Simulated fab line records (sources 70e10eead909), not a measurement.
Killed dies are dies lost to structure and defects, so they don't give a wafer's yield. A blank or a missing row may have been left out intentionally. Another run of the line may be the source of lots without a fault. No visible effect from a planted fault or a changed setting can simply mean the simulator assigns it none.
Which of the tools did it?	flow nandHarc	39 wafers from 13 lots sampled at 5 of the route's 1159 steps

WHAT EACH GAUGE READ, for each wafer
NHARC_END_SORT_01. Usual: killedAtArray 27, standard deviation 9.9; killedAtOther 0.5, standard deviation 0.76; killedAtPeriphery 3.4, standard deviation 2.2; killedDies 31, standard deviation 10; killedOpen 3.3, standard deviation 2; killedShort 2.0, standard deviation 1.5.
lot	measured	on	killedAtArray	killedAtOther	killedAtPeriphery	killedDies	killedOpen	killedShort	flag
L279	day 23 03:16	prober-01	28 25 675	0 1 0	3 3 2	31 29 677	0 0 3	1 0 2	OFF
L282	day 23 23:02	prober-02	41 32 677	0 0 0	1 1 0	42 33 677	1 1 3	3 1 0	OFF

EACH LOT AND THE TOOL THAT RAN IT (in order: tool; ch and the chambers of the sampled wafers; start)
lot	NHARC_A_STAIRCASE_ETCH_21	NHARC_A_STAIRCASE_ETCH_25	NHARC_A_STAIRCASE_ETCH_197	NHARC_A_STAIRCASE_ETCH_203
L264	rieDiel-13 ch 0,2,3, day 11 08:06 or earlier	rieDiel-13 ch 0,1,3, day 11 08:06 or earlier	rieDiel-13 ch 0,2,3, day 11 08:06	rieDiel-13 ch 0,1,3, no start
L265	rieDiel-13 ch 0,3, day 11 13:09 or earlier	rieDiel-13 ch 1,2,3, day 11 13:09 or earlier	rieDiel-11 ch 2,3, day 11 13:09	rieDiel-11 ch 0,2,3, no start
L267	rieDiel-11 ch 0,2,3, day 11 22:46 or earlier	rieDiel-11 ch 2,3, day 11 22:46 or earlier	rieDiel-11 ch 0,2,3, day 11 22:46	rieDiel-11 ch 0,2,3, no start
L268	rieDiel-01 ch 0,1,2, day 12 10:28 or earlier	rieDiel-01 ch 0,2, day 12 10:28 or earlier	rieDiel-13 ch 1,3, day 12 10:28	rieDiel-13 ch 1,3, no start
L269	rieDiel-13 ch 0,1,2, day 12 11:01 or earlier	rieDiel-13 ch 0,1,2, day 12 11:01 or earlier	rieDiel-11 ch 1,2,3, day 12 11:01	rieDiel-11 ch 1,2,3, no start
L270	rieDiel-13 ch 0,1,3, day 13 01:35 or earlier	rieDiel-13 ch 0,3, day 13 01:35 or earlier	rieDiel-13 ch 0,1,2, day 13 01:35	rieDiel-13 ch 0,1,2, no start
L272	rieDiel-11 ch 0,1,2, day 13 04:56 or earlier	rieDiel-11 ch 0,1,2, day 13 04:56 or earlier	rieDiel-13 ch 0,2,3, day 13 04:56	rieDiel-13 ch 1,2,3, no start
L276	rieDiel-13 ch 2,3, day 14 02:31 or earlier	rieDiel-13 ch 0,3, day 14 02:31 or earlier	rieDiel-11 ch 0,2, day 14 02:31	rieDiel-11 ch 0,1,3, no start
L279	rieDiel-11 ch 0,1,3, day 14 20:08 or earlier	rieDiel-11 ch 0,1,3, day 14 20:08 or earlier	rieDiel-13 ch 0,2,3, day 14 20:08	rieDiel-13 ch 0,1,3, day 23 03:16 or earlier
L278	rieDiel-13 ch 0,1, day 14 20:47 or earlier	rieDiel-13 ch 0,1, day 14 20:47 or earlier	rieDiel-01 ch 1,2,3, day 14 20:47	rieDiel-01 ch 0,1,3, no start
L282	rieDiel-13 ch 0,2,3, day 15 19:17 or earlier	rieDiel-13 ch 0,1,2, day 15 19:17 or earlier	rieDiel-13 ch 0,2,3, day 15 19:17	rieDiel-13 ch 0,1,2, day 23 23:02 or earlier
L283	rieDiel-11 ch 2,3, day 15 19:52 or earlier	rieDiel-11 ch 0,2, day 15 19:52 or earlier	rieDiel-01 ch 2,3, day 15 19:52	rieDiel-01 ch 0,1,2, no start
L286	rieDiel-13 ch 1,3, day 16 16:47 or earlier	rieDiel-13 ch 1,2, day 16 16:47 or earlier	rieDiel-11 ch 0,1,2, day 16 16:47	rieDiel-11 ch 1,3, no start
- NHARC_A_STAIRCASE_ETCH_21: etches the open film in C4F8/O2, target depth 100 nm, time 40.5 s.
- NHARC_A_STAIRCASE_ETCH_25: etches the open film in C4F8/O2, target depth 100 nm, time 40.5 s.
- NHARC_A_STAIRCASE_ETCH_197: etches the open film in C4F8/O2, target depth 100 nm, time 40.5 s.
- NHARC_A_STAIRCASE_ETCH_203: etches the open film in C4F8/O2, target depth 100 nm, time 40.5 s.

WHAT THE TOOLS THEMSELVES READ (means of the sampled wafers that have a number; where no wafer has one, the mark that the record gives instead)
NHARC_A_STAIRCASE_ETCH_21. Usual: oesProductAu 0.950 a.u., standard deviation 0.021; rfVppV 898 V, standard deviation 4.7; runLengthS 61.8 s, standard deviation 0.4.
lot	tool	oesProductAu (a.u.)	rfVppV (V)	runLengthS (s)	flag
L264	rieDiel-13	0.985	898	61.7	
L265	rieDiel-13	0.932	897	61.7	
L267	rieDiel-11	0.954	899	62.2	
L268	rieDiel-01	0.938	896	61.9	
L269	rieDiel-13	0.947	901	61.9	
L270	rieDiel-13	0.971	898	61.7	
L272	rieDiel-11	0.947	895	61.9	
L276	rieDiel-13	0.944	897	61.9	
L279	rieDiel-11	0.977	898	62.0	
L278	rieDiel-13	0.983	903	62.0	
L282	rieDiel-13	0.943	898	61.8	
L283	rieDiel-11	0.921	897	61.4	
L286	rieDiel-13	0.932	894	61.3	

NHARC_A_STAIRCASE_ETCH_25. Usual: oesProductAu 0.944 a.u., standard deviation 0.013; rfVppV 898 V, standard deviation 4.8; runLengthS 61.8 s, standard deviation 0.4.
lot	tool	oesProductAu (a.u.)	rfVppV (V)	runLengthS (s)	flag
L264	rieDiel-13	0.959	899	61.8	
L265	rieDiel-13	0.941	896	61.6	
L267	rieDiel-11	0.937	898	61.5	
L268	rieDiel-01	0.951	901	61.9	
L269	rieDiel-13	0.950	900	61.9	
L270	rieDiel-13	0.959	901	61.8	
L272	rieDiel-11	0.946	896	61.8	
L276	rieDiel-13	0.957	901	61.7	
L279	rieDiel-11	0.954	898	61.9	
L278	rieDiel-13	0.959	902	61.8	
L282	rieDiel-13	0.959	899	61.9	
L283	rieDiel-11	0.940	895	61.9	
L286	rieDiel-13	0.947	897	62.0	

NHARC_A_STAIRCASE_ETCH_197. Usual: oesProductAu 0.953 a.u., standard deviation 0.015; rfVppV 898 V, standard deviation 4.6; runLengthS 61.8 s, standard deviation 0.41.
lot	tool	oesProductAu (a.u.)	rfVppV (V)	runLengthS (s)	flag
L264	rieDiel-13	0.951	899	61.8	
L265	rieDiel-11	0.932	898	61.3	
L267	rieDiel-11	0.957	898	61.9	
L268	rieDiel-13	0.946	896	61.5	
L269	rieDiel-11	0.941	895	61.6	
L270	rieDiel-13	0.962	900	61.9	
L272	rieDiel-13	0.958	898	61.9	
L276	rieDiel-11	0.981	899	62.1	
L279	rieDiel-13	0.959	898	57.4	OFF
L278	rieDiel-01	0.941	896	62.0	
L282	rieDiel-13	0.956	898	57.3	OFF
L283	rieDiel-01	0.936	901	62.1	
L286	rieDiel-11	0.977	896	61.9	

NHARC_A_STAIRCASE_ETCH_203. Usual: oesProductAu 0.944 a.u., standard deviation 0.014; rfVppV 897 V, standard deviation 4.8; runLengthS 61.7 s, standard deviation 0.39.
lot	tool	oesProductAu (a.u.)	rfVppV (V)	runLengthS (s)	flag
L264	rieDiel-13	0.951	898	61.7	
L265	rieDiel-11	0.926	898	61.8	
L267	rieDiel-11	0.939	898	61.8	
L268	rieDiel-13	0.936	895	61.4	
L269	rieDiel-11	0.934	895	61.8	
L270	rieDiel-13	0.954	900	61.7	
L272	rieDiel-13	0.950	895	61.5	
L276	rieDiel-11	0.940	899	61.8	
L279	rieDiel-13	0.958	898	61.5	
L278	rieDiel-01	0.941	894	61.3	
L282	rieDiel-13	0.943	899	61.8	
L283	rieDiel-01	0.941	897	62.0	
L286	rieDiel-11	0.940	897	61.3	

THE ANSWER, worked out from the rows above alone
Rule: take the mean of a lot's wafers that have a number; if it is more than 3 standard deviations from the usual mean, the lot is off. A lot without any number at a reading at which 4 lots or more have one is off too. Any other lot the step has rows for is counted as sound. First the gauges in route order, then the tools' own readings, where a lot's mean is used as printed above. At the first step where some lot is off, the reading lying furthest off is the one used; lots without a number count as furthest.
Off, at NHARC_END_SORT_01 on killedAtArray: L279, L282. Neither off nor sound, because the step has no rows for them: L264, L265, L267, L268, L269, L270, L272, L276, L278, L283, L286.
If a tool, at a process step before that reading, ran all the lots that are off and no sound lot after the first of them, it fits. The gauges at NHARC_END_SORT_01 aren't tried: what is off there is off at NHARC_A_STAIRCASE_ETCH_197 too, on other tools, and a gauge's error can't cause that. NHARC_A_STAIRCASE_ETCH_21: start missing for some lots; hours and lot order therefore follow NHARC_A_STAIRCASE_ETCH_197. NHARC_A_STAIRCASE_ETCH_25: start missing for some lots; hours and lot order therefore follow NHARC_A_STAIRCASE_ETCH_197. NHARC_A_STAIRCASE_ETCH_203: start missing for some lots; hours and lot order therefore follow NHARC_END_SORT_01. One fits: NHARC_A_STAIRCASE_ETCH_197 and NHARC_A_STAIRCASE_ETCH_203 on rieDiel-13. It ran no sound lot before its first lot that is off in this sample, so the start can't be narrowed down.

WHAT THE SIMULATOR HAD INSERTED
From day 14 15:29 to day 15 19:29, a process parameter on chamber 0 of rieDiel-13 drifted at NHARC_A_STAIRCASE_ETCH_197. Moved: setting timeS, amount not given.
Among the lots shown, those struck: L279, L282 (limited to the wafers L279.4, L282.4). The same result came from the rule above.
